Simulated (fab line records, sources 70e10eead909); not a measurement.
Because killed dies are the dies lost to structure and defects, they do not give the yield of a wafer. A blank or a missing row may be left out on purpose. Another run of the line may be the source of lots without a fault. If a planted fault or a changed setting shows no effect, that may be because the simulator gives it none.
Matching of chambers    flow nand-harc    NHARC_A_STAIRCASE_ETCH_444 on rie-diel-07 has 4 sister chambers
The step etches the open film in C4F8/O2, target depth 10200 nm, time 3400 s. 14 wafers are shown with their chamber, then 7 later ones without.

== EACH WAFER AND ITS CHAMBER ==
wafer   chamber  rf-vpp-V (V)  oes-product-au (a.u.)  chamber-pressure-mTorr (mTorr)
L077.1  3        810           0.932                  25.011
L077.2  1        798           0.928                  25.007
L077.5  3        809           0.927                  25.028
L080.2  1        800           0.922                  25.037
L080.3  2        802           0.924                  24.953
L080.6  2        800           0.928                  25.002
L084.3  1        800           0.931                  25.012
L084.5  2        801           0.939                  25.045
L084.6  1        800           0.929                  24.989
L085.1  3        809           0.931                  25.012
L085.4  0        814           0.930                  24.993
L085.6  3        808           0.927                  25.005
L088.2  0        816           0.931                  25.035
L088.4  1        799           0.920                  25.006

SIGNATURES, as means of the wafers listed above
reading                 chamber 0  chamber 1  chamber 2  chamber 3  scatter within a chamber
rf-vpp-V                815.00     799.40     801.00     809.00     0.959
oes-product-au          0.93050    0.92600    0.93033    0.92925    0.00482
chamber-pressure-mTorr  25.01400   25.01020   25.00000   25.01400   0.0257
Rule: distance of a wafer from a chamber = root of the sum over the readings of ((wafer's reading minus chamber's mean) / reading's scatter) squared. The wafer belongs to the nearest chamber; if the next one is less than 2 further off, it can't be placed. The scatter: the root of (the sum of the squares of (reading less its chamber's mean) over the shown wafers, divided by (wafers less chambers)).

== WAFERS MISSING THEIR CHAMBER ==
wafer   rf-vpp-V (V)  oes-product-au (a.u.)  chamber-pressure-mTorr (mTorr)
L088.5  810           0.930                  24.981
L089.1  814           0.928                  25.006
L089.4  802           0.933                  24.995
L089.5  799           0.924                  25.021
L097.1  815           0.960                  25.022
L097.3  810           0.958                  25.005
L097.5  809           0.966                  24.997

== EACH ONE'S CHAMBER ==
wafer   from the rows above      in truth
L088.5  3                        3
L089.1  0                        0
L089.4  can't be placed: 2 or 1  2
L089.5  can't be placed: 1 or 2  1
L097.1  0                        0
L097.3  can't be placed: 3 or 0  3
L097.5  3                        3
Correctly placed: 4 of 7. Cannot be placed on the basis of these rows: 3; the candidates contain the true chamber in 3. Placed wrongly: 0.
